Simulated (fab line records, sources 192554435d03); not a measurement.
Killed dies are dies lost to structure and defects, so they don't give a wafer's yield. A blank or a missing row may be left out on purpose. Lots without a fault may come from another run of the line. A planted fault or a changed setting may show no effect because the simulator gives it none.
fab line records | flow n5_finfet | part 1 of 2: steps 1 to 4 of 6
record lots=24 wafers=72 last_day=17
route steps=1938 shown BEOL_M2@876 BEOL_M3@969 BEOL_M4@1035
lots that met no fault: from a run of the same line without faults
start_h: hours from the record's first day to the start of the lot's first wafer shown | wait_h: hours since the lot's step before | " the same as in the row above | L1.1+2: a row that stands for several wafers | - no value, or no start given | * or withheld: withheld | < > ~ a bound
route shown NAME@n: a module of which the file shows steps, and the number in the route of the first | usual: mean/standard deviation of fault-free wafers | same: alike in all rows | chamber/n: place in a boat | sites: the reading at each site | _std_site: their standard deviation | _edge_site: outer sites' mean less inner sites' | radius_mm: how far each site lies from the wafer's centre | mask NAME#n: copy n | behind: the tool/chamber that last shaped the wafer | hold: why the lot was held/for how many hours/how that ended | device: the transistor (n, p or np) that didn't switch | end of line: the same wafers' tests at the end of the route | a step without rows: its recipe alone | killed: dies lost to structure and defects at the first sort, not the wafer's yield | map: a wafer's dies, x killed, . not, _ none there
set.NAME: the setting as run; set.NAME@STEP: as run at that earlier step | model.NAME: the simulator's own value behind a step, which no gauge read
steps of the route over a sample of lots; a table a step, a row a wafer
services: from which hour (start_h, from the record's first day; less than 0 if before it) a tool's chamber was out of use, for how many hours, and why
## steps
# step N5_BEOL_M2_CD_MEAS_28
# recipe target_cd_nm=26.2 landing_energy_ev=500 detector=se_inlens target_cd_y_nm=24.1 polarity=opening
# usual cd_nm=26.25/0.24
# same landing_energy_ev=500
# columns lot.wafer tool chamber start_h wait_h cd_nm
L074.2 cd_sem-03 0 128.51 - 26.12
L074.3 " 0 " " 26.10
L074.5 " 0 " " 26.56
L075.1 cd_sem-02 0 146.40 - 26.15
L075.3 " 0 " " 26.53
L075.5 " 0 " " 26.64
L076.1 cd_sem-03 0 147.53 - 26.22
L076.4 " 0 " " 26.16
L076.6 " 0 " " 26.34
L077.2 cd_sem-03 0 147.75 - 26.40
L077.5 " 0 " " 26.34
L077.6 " 0 " " 26.24
L078.1 cd_sem-02 0 149.91 - 26.44
L078.2 " 0 " " 26.07
L078.4 " 0 " " 26.37
L079.1 cd_sem-02 0 156.37 - 26.37
L079.2 " 0 " " 25.95
L079.5 " 0 " " 26.12
L081.2 cd_sem-03 0 169.73 - 26.46
L081.4 " 0 " " 26.33
L081.5 " 0 " " 26.32
L080.2 cd_sem-03 0 173.87 - 25.98
L080.3 " 0 " " 26.54
L080.4 " 0 " " 26.39
L082.1 cd_sem-01 0 179.64 - 26.56
L082.3 " 0 " " 26.17
L082.6 " 0 " " 26.29
L083.1 cd_sem-02 0 187.83 - 26.35
L083.2 " 0 " " 26.34
L083.3 " 0 " " 26.33
L084.2 cd_sem-02 0 193.38 - 26.50
L084.5 " 0 " " 26.16
L084.6 " 0 " " 26.53
L085.1 cd_sem-01 0 200.41 - 26.34
L085.4 " 0 " " 26.05
L085.5 " 0 " " 25.93
L086.2 cd_sem-02 0 207.00 - 26.42
L086.4 " 0 " " 26.48
L086.6 " 0 " " 26.25
L087.1 cd_sem-01 0 220.13 - 26.12
L087.3 " 0 " " 26.12
L087.5 " 0 " " 26.34
L088.1 cd_sem-01 0 224.64 - 26.34
L088.2 " 0 " " 26.05
L088.4 " 0 " " 26.32
L089.2 cd_sem-03 0 227.06 - 26.27
L089.3 " 0 " " 25.92
L089.5 " 0 " " 26.84
L090.2 cd_sem-02 0 231.71 - 26.11
L090.3 " 0 " " 26.05
L090.4 " 0 " " 26.23
L091.3 cd_sem-02 0 239.58 - 26.40
L091.4 " 0 " " 26.05
L091.6 " 0 " " 26.38
L092.1 cd_sem-02 0 241.11 - 26.13
L092.2 " 0 " " 26.28
L092.5 " 0 " " 26.48
L093.4 cd_sem-01 0 244.97 - 25.91
L093.5 " 0 " " 26.05
L093.6 " 0 " " 25.83
L094.2 cd_sem-02 0 253.53 - 26.07
L094.3 " 0 " " 26.44
L094.4 " 0 " " 26.43
L095.1 cd_sem-01 0 255.30 - 26.39
L095.4 " 0 " " 26.44
L095.5 " 0 " " 26.17
L096.1 cd_sem-01 0 267.60 - 26.16
L096.2 " 0 " " 26.02
L096.6 " 0 " " 26.60
L097.1 cd_sem-01 0 268.68 - 26.28
L097.3 " 0 " " 26.41
L097.5 " 0 " " 25.87
# step N5_BEOL_M2_SPUTTER_96
# recipe material=Cu target_thk_a=45 temp_c=-20 chamber_pressure_pa=0.07 power_w=withheld time_s=8.29
# usual chamber_pressure_pa=0.06999/0.00015 throttle_valve_pct=30.4/0.85
# columns lot.wafer tool chamber start_h wait_h chamber_pressure_pa throttle_valve_pct
L074.2 pvd_sputter-02 - 141.70 0.1 0.07003 31.6
L074.3 " - " " 0.07007 29.6
L074.5 " - " " 0.07 30.6
L075.1 pvd_sputter-02 - 154.18 0.1 0.06991 29.7
L075.3 " - " " 0.06975 31.7
L075.5 " - " " 0.06984 31.8
L076.1 pvd_sputter-03 - 154.39 0.1 0.07017 29.8
L076.4 " - " " 0.06979 29.6
L076.6 " - " " 0.06977 29.8
L077.2 pvd_sputter-01 - 154.51 0.1 0.06988 31.3
L077.5 " - " " 0.06997 30.3
L077.6 " - " " 0.06982 31.4
L078.1 pvd_sputter-02 - 156.10 0.1 0.07015 29.7
L078.2 " - " " 0.06981 31.5
L078.4 " - " " 0.07003 29.8
L079.1 pvd_sputter-02 - 163.82 0.1 0.06993 29.6
L079.2 " - " " 0.07008 29.9
L079.5 " - " " 0.06989 29.7
L081.2 pvd_sputter-01 - 176.57 0.1 0.06994 30.5
L081.4 " - " " 0.06973 30.3
L081.5 " - " " 0.06997 30.3
L080.2 pvd_sputter-02 - 178.70 0.1 0.06996 29.8
L080.3 " - " " 0.07022 31.7
L080.4 " - " " 0.07003 30.5
L082.1 pvd_sputter-01 - 186.27 0.1 0.06997 32.2
L082.3 " - " " 0.07012 30.4
L082.6 " - " " 0.07003 30.4
L083.1 pvd_sputter-02 - 200.79 0.1 0.0697 29.5
L083.2 " - " " 0.07005 29.5
L083.3 " - " " 0.07026 30.6
L084.2 pvd_sputter-03 - 201.09 0.1 0.07013 31.2
L084.5 " - " " 0.06995 29.6
L084.6 " - " " 0.07014 31.3
L085.1 pvd_sputter-03 - 203.85 0.1 0.06997 29.7
L085.4 " - " " 0.07002 29.9
L085.5 " - " " 0.06998 29.6
L086.2 pvd_sputter-03 - 215.15 0.1 0.06998 31.7
L086.4 " - " " 0.06986 29.8
L086.6 " - " " 0.06993 29.7
L087.1 pvd_sputter-02 - 226.64 0.1 0.06986 30.0
L087.3 " - " " 0.07 31.4
L087.5 " - " " 0.07002 30.6
L088.1 pvd_sputter-03 - 229.28 0.1 0.06993 29.9
L088.2 " - " " 0.06984 29.7
L088.4 " - " " 0.07003 31.4
L089.2 pvd_sputter-02 - 232.37 0.1 0.06998 30.5
L089.3 " - " " 0.06996 31.2
L089.5 " - " " 0.07 29.6
L090.2 pvd_sputter-01 - 237.34 0.1 0.07006 30.3
L090.3 " - " " 0.06985 30.3
L090.4 " - " " 0.07019 31.3
L091.3 pvd_sputter-01 - 246.43 0.1 0.07008 31.4
L091.4 " - " " 0.07012 30.1
L091.6 " - " " 0.06982 31.9
L092.1 pvd_sputter-03 - 247.44 0.1 0.07019 29.6
L092.2 " - " " 0.0699 31.2
L092.5 " - " " 0.07009 29.7
L093.4 pvd_sputter-01 - 249.91 0.1 0.06987 30.3
L093.5 " - " " 0.07005 32.0
L093.6 " - " " 0.07005 30.3
L094.2 pvd_sputter-03 - 259.28 0.1 0.06994 29.7
L094.3 " - " " 0.06997 29.6
L094.4 " - " " 0.06973 29.7
L095.1 pvd_sputter-02 - 262.29 0.1 0.06978 29.5
L095.4 " - " " 0.07023 29.8
L095.5 " - " " 0.06995 29.5
L096.1 pvd_sputter-03 - 272.66 0.1 0.07009 31.1
L096.2 " - " " 0.06995 29.6
L096.6 " - " " 0.07012 29.6
L097.1 pvd_sputter-03 - 276.22 0.1 0.06973 31.3
L097.3 " - " " 0.0703 29.9
L097.5 " - " " 0.07012 29.7
# step N5_BEOL_M3_DESCUM_33
# recipe chemistry=O2 time_s=7 source_power_w=50 bias_power_w=20 pressure_mtorr=20 rf_frequency_hz=2.712e+07 temp_c=40 resist=CAR-EUV o2_flow_sccm=225
# usual drypump_motor_current_A=5.8/0.42 oes_product_au=0.76/0.068 rf_vpp_V=243.2/1.3 showerhead_plenum_p_Torr=2.09/0.063 throttle_valve_pct=20.51/0.19
# columns lot.wafer tool chamber start_h wait_h drypump_motor_current_A oes_product_au rf_hours_counter_h rf_vpp_V showerhead_plenum_p_Torr throttle_valve_pct
L074.2 rie_diel-04 0 144.61 0.0 5.2 0.73 184 242.3 1.98 20.41
L074.3 " 3 " " 5.3 0.70 238 243.4 2.08 20.32
L074.5 " 3 " " 5.3 0.69 - 241.6 2.08 20.32
L075.1 rie_diel-02 0 157.09 0.0 5.7 0.75 199 241.4 2.08 20.62
L075.3 " 2 " " 6.3 0.74 162 243.8 2.18 20.59
L075.5 " 1 " " 6.0 0.79 - 242.9 2.03 20.79
L076.1 rie_diel-04 1 157.84 0.0 5.2 0.90 31 246.2 2.14 20.43
L076.4 " 0 " " 5.2 0.73 186 242.9 1.98 20.42
L076.6 " 1 " " 5.2 0.89 - 243.4 2.14 20.43
L077.2 rie_diel-05 0 158.08 0.1 6.1 0.84 58 243.1 2.12 20.53
L077.5 " 0 " " 6.1 0.84 - 244.6 2.12 20.55
L077.6 " 1 " " 6.3 0.68 - 244.3 2.17 20.47
L078.1 rie_diel-02 1 159.00 0.0 6.0 0.79 106 241.5 2.03 20.81
L078.2 " 2 " " 6.3 0.73 163 246.0 2.18 20.58
L078.4 " 0 " " 5.8 0.74 - 243.4 2.08 20.62
L079.1 rie_diel-04 2 168.61 0.0 6.2 0.75 157 242.5 2.09 20.64
L079.2 " 3 " " 5.3 0.69 245 242.2 2.08 20.30
L079.5 " 1 " " 5.2 0.90 - 243.6 2.14 20.44
L081.2 rie_diel-02 1 179.99 0.0 6.1 0.77 113 240.9 2.03 20.81
L081.4 " 2 " " 6.3 0.72 171 244.2 2.18 20.61
L081.5 " 1 " " 6.0 0.77 - 242.9 2.02 20.80
L080.2 rie_diel-05 1 182.81 0.2 6.3 0.68 226 244.1 2.16 20.47
L080.3 " 2 " " 5.3 0.71 188 244.4 2.17 20.30
L080.4 " 3 " " 6.1 0.78 99 242.1 2.04 20.47
L082.1 rie_diel-05 3 190.96 0.0 6.1 0.78 102 243.4 2.04 20.48
L082.3 " 1 " " 6.3 0.68 229 245.1 2.16 20.47
L082.6 " 3 " " 6.1 0.79 - 242.8 2.04 20.47
L083.1 rie_diel-04 1 204.08 0.0 5.2 0.86 46 244.4 2.13 20.46
L083.2 " 0 " " 5.2 0.71 201 241.1 1.98 20.44
L083.3 " 2 " " 6.2 0.74 166 243.8 2.09 20.67
L084.2 rie_diel-02 0 205.00 0.0 5.8 0.73 214 241.9 2.07 20.63
L084.5 " 1 " " 6.0 0.76 - 240.4 2.02 20.84
L084.6 " 0 " " 5.8 0.73 - 241.0 2.07 20.66
L085.1 rie_diel-04 2 207.26 0.1 6.2 0.73 168 243.7 2.09 20.67
L085.4 " 2 " " 6.2 0.74 - 242.9 2.09 20.66
L085.5 " 0 " " 5.2 0.71 - 242.1 1.98 20.46
L086.2 rie_diel-04 2 218.58 0.0 6.2 0.73 171 243.2 2.08 20.65
L086.4 " 3 " " 5.3 0.99 2 242.2 2.07 19.90
L086.6 " 0 " " 5.2 0.71 - 241.5 1.98 20.45
L087.1 rie_diel-02 3 231.35 0.1 5.8 0.71 239 242.2 2.06 20.20
L087.3 " 1 " " 6.0 0.76 129 242.9 2.02 20.85
L087.5 " 3 " " 5.8 0.71 - 243.0 2.06 20.21
L088.1 rie_diel-02 2 234.08 0.1 6.3 0.72 186 244.0 2.17 20.64
L088.2 " 0 " " 5.8 0.74 223 241.4 2.07 20.64
L088.4 " 1 " " 6.1 0.76 129 241.8 2.02 20.83
L089.2 rie_diel-05 3 236.20 0.0 6.1 0.77 116 241.9 2.03 20.50
L089.3 " 1 " " 6.3 0.66 241 244.0 2.16 20.49
L089.5 " 2 " " 5.3 0.69 - 245.3 2.17 20.33
L090.2 rie_diel-05 3 241.57 0.0 6.1 0.77 117 242.5 2.03 20.49
L090.3 " 2 " " 5.3 0.70 204 243.0 2.17 20.34
L090.4 " 1 " " 6.3 0.66 243 243.0 2.16 20.46
L091.3 rie_diel-02 3 249.53 0.1 5.8 0.70 243 243.0 2.05 20.20
L091.4 " 1 " " 6.0 0.75 134 242.0 2.02 20.84
L091.6 " 1 " " 6.0 0.76 - 243.9 2.02 20.84
L092.1 rie_diel-04 3 251.41 0.0 5.3 0.94 12 242.9 2.07 19.91
L092.2 " 0 " " 5.2 0.70 216 241.3 1.97 20.48
L092.5 " 0 " " 5.2 0.69 - 240.5 1.97 20.48
L093.4 rie_diel-05 0 254.26 0.1 6.1 0.81 88 243.0 2.11 20.58
L093.5 " 2 " " 5.3 0.69 - 244.1 2.16 20.34
L093.6 " 3 " " 6.2 0.76 - 241.6 2.03 20.49
L094.2 rie_diel-05 2 265.34 0.3 5.3 0.69 211 244.8 2.16 20.34
L094.3 " 0 " " 6.1 0.81 92 242.5 2.11 20.59
L094.4 " 2 " " 5.3 0.70 - 244.2 2.16 20.34
L095.1 rie_diel-04 1 267.21 0.4 5.2 0.85 64 243.8 2.13 20.49
L095.4 " 3 " " 5.3 0.94 16 244.6 2.07 19.90
L095.5 " 0 " " 5.2 0.70 - 241.2 1.97 20.48
L096.1 rie_diel-05 2 276.06 0.1 5.3 0.69 215 244.3 2.16 20.35
L096.2 " 0 " " 6.0 0.80 96 242.9 2.11 20.60
L096.6 " 2 " " 5.3 0.69 - 244.2 2.16 20.33
L097.1 rie_diel-02 2 280.32 0.0 6.3 0.69 201 243.8 2.17 20.66
L097.3 " 1 " " 6.1 0.75 - 243.0 2.01 20.88
L097.5 " 1 " " 6.0 0.76 - 242.4 2.01 20.86
# step N5_BEOL_M4_OVL_MEAS_12
# recipe points_per_wafer=522
# usual M4_OVL=-0.4/0.76
# columns lot.wafer tool chamber start_h wait_h M4_OVL[nm]
L074.2 overlay-01 0 151.89 0.0 0.4
L074.3 " 0 " " 0.4
L074.5 " 0 " " 1.0
L076.1 overlay-01 0 167.90 0.0 0.2
L076.4 " 0 " " -1.0
L076.6 " 0 " " -0.1
L075.1 overlay-02 0 169.07 0.0 -0.6
L075.3 " 0 " " -0.7
L075.5 " 0 " " -0.3
L077.2 overlay-02 0 174.50 0.0 -1.1
L077.5 " 0 " " 0.3
L077.6 " 0 " " 0.3
L078.1 overlay-01 0 174.92 0.0 -0.1
L078.2 " 0 " " -0.1
L078.4 " 0 " " 0.4
L079.1 overlay-02 0 176.13 0.0 -0.6
L079.2 " 0 " " -0.9
L079.5 " 0 " " -2.1
L081.2 overlay-01 0 186.95 0.0 -0.2
L081.4 " 0 " " -0.9
L081.5 " 0 " " 0.0
L080.2 overlay-02 0 192.18 0.0 0.0
L080.3 " 0 " " -1.3
L080.4 " 0 " " 0.1
L082.1 overlay-01 0 201.67 0.0 -1.1
L082.3 " 0 " " 0.2
L082.6 " 0 " " -0.7
L083.1 overlay-01 0 216.10 0.0 0.4
L083.2 " 0 " " 1.0
L083.3 " 0 " " 0.0
L084.2 overlay-01 0 217.38 0.0 -1.3
L084.5 " 0 " " -1.0
L084.6 " 0 " " -0.4
L085.1 overlay-02 0 217.71 0.0 0.3
L085.4 " 0 " " -1.0
L085.5 " 0 " " 0.1
L086.2 overlay-02 0 224.67 0.0 0.0
L086.4 " 0 " " -0.3
L086.6 " 0 " " -0.2
L087.1 overlay-01 0 243.29 0.0 0.9
L087.3 " 0 " " 0.3
L087.5 " 0 " " 0.4
L088.1 overlay-01 0 245.91 0.0 -1.4
L088.2 " 0 " " 0.1
L088.4 " 0 " " -0.5
L089.2 overlay-01 0 247.59 0.0 -0.3
L089.3 " 0 " " -0.8
L089.5 " 0 " " 0.1
L090.2 overlay-02 0 248.42 0.0 -1.5
L090.3 " 0 " " -1.1
L090.4 " 0 " " -0.6
L091.3 overlay-02 0 255.21 0.0 -1.0
L091.4 " 0 " " -0.3
L091.6 " 0 " " -1.2
L092.1 overlay-01 0 259.93 0.0 0.4
L092.2 " 0 " " 0.0
L092.5 " 0 " " 0.4
L093.4 overlay-02 0 260.67 0.0 -1.3
L093.5 " 0 " " -0.5
L093.6 " 0 " " -1.2
L094.2 overlay-02 0 279.42 0.0 -1.4
L094.3 " 0 " " -0.4
L094.4 " 0 " " -1.9
L095.1 overlay-02 0 284.82 0.0 0.0
L095.4 " 0 " " -0.9
L095.5 " 0 " " -0.8
L096.1 overlay-01 0 289.79 0.0 0.0
L096.2 " 0 " " -1.0
L096.6 " 0 " " -0.3
L097.1 overlay-01 0 290.50 0.0 -0.5
L097.3 " 0 " " 0.7
L097.5 " 0 " " 0.1
